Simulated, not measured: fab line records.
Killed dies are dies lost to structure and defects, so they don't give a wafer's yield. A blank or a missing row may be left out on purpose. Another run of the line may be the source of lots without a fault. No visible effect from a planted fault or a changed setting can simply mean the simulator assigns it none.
Split-lot experiment ; flow n5_finfet ; 7 lots, 21 wafers read, on a route of 1938 steps

## THE SPLIT ITSELF
At N5_BEOL_M2_DESCUM_16 (chemistry O2, time 7 s), the setting time_s was moved away from the recipe's 7 s on 10 of the 21 wafers read, by -21.4% to +19.2%. This setting was run at the recipe's value on the other wafers.

The split's own step is where the reading is taken.

## THE READING
CAR-EUV_of_BEOL_M2_COAT_05.thk_nm (the simulator's own value, which no gauge read), in nm, at N5_BEOL_M2_DESCUM_16 (chemistry O2, time 7 s). The file gives no usual value for it.

wafer;tool, chamber at the split;time_s as run, s;against the recipe;CAR-EUV_of_BEOL_M2_COAT_05.thk_nm, nm;against lot-mates on the recipe
L078.1;rie_diel-06, 3,0,2;7;recipe;26;-
L078.4;rie_diel-06, 3,0,2;7;recipe;26;-
L078.6;rie_diel-06, 3,0,2;7;recipe;26;-
L083.1;rie_diel-03, 1;7;recipe;26;-
L083.2;rie_diel-03, 3;6.135;-12.4%;26.6;+0.6
L083.4;rie_diel-03, 0;6.135;-12.4%;26.4;+0.4
L089.3;rie_diel-03, 2,3;7;recipe;26;-
L089.4;rie_diel-03, 2,3;7;recipe;26;-
L089.6;rie_diel-03, 1;8.346;+19.2%;25.2;-0.8
L090.1;rie_diel-02, 1,3,0;5.501;-21.4%;26.8;no lot-mate on the recipe
L090.2;rie_diel-02, 1,3,0;5.501;-21.4%;26.8;no lot-mate on the recipe
L090.5;rie_diel-02, 1,3,0;5.501;-21.4%;26.8;no lot-mate on the recipe
L092.2;rie_diel-06, 0;6.377;-8.9%;26.6;+0.6
L092.5;rie_diel-06, 2;7;recipe;26;-
L092.6;rie_diel-06, 1;6.377;-8.9%;26.4;+0.4
L096.3;rie_diel-06, 2;5.562;-20.5%;26.8;+0.8
L096.4;rie_diel-06, 0;7;recipe;26;-
L096.6;rie_diel-06, 1;5.562;-20.5%;26.6;+0.6
L097.2;rie_diel-03, 0,1,2;7;recipe;26;-
L097.3;rie_diel-03, 0,1,2;7;recipe;26;-
L097.4;rie_diel-03, 0,1,2;7;recipe;26;-
If several chambers appear in one row, that row covers several wafers at once and the file leaves open which wafer was in which chamber.

THE FIT
A straight line over all 21 wafers: CAR-EUV_of_BEOL_M2_COAT_05.thk_nm changes by -0.038 nm for each +1% of time_s; r = -0.98; the points scatter about the line by 0.083 nm.
The same after taking each lot's own level away (the mean of its wafers on the recipe; 18 wafers): -0.0388 nm for each +1%; r = -0.97; scatter 0.09 nm.
That fit puts the effect of the largest move of time_s on the reading at 0.83 nm.
The lots' own levels span 26.00 to 26.00 nm.
Hence the lot-to-lot level has little effect on the slope; both slopes agree.
Check: for one of the wafers moved furthest among these (-20.5%), held out of the fit, the line's prediction against its lot-mates is +0.803 nm. It came out at +0.8 nm against them.

## OTHER SPLITS APPLIED TO THESE WAFERS
Note: prior to the reading, these wafers also went through further splits. Each is held against what the fit with the lots' levels taken away leaves over:
other split on the same wafers;wafers away from the commonest value;r with CAR-EUV_of_BEOL_M2_COAT_05.thk_nm (lot level and that fit taken away)
N5_BEOL_M1_EXPOSE_25 dose_mj;6;+0.00
N5_BEOL_M1_ALD_98 ald_cycles;5;+0.00
N5_BEOL_M2_COAT_73 spin_rpm;6;+0.04

## FILE'S OWN FIT
CAR-EUV_of_BEOL_M2_COAT_05.thk_nm changes by -0.0395 nm for each +1% of time_s, r = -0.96.
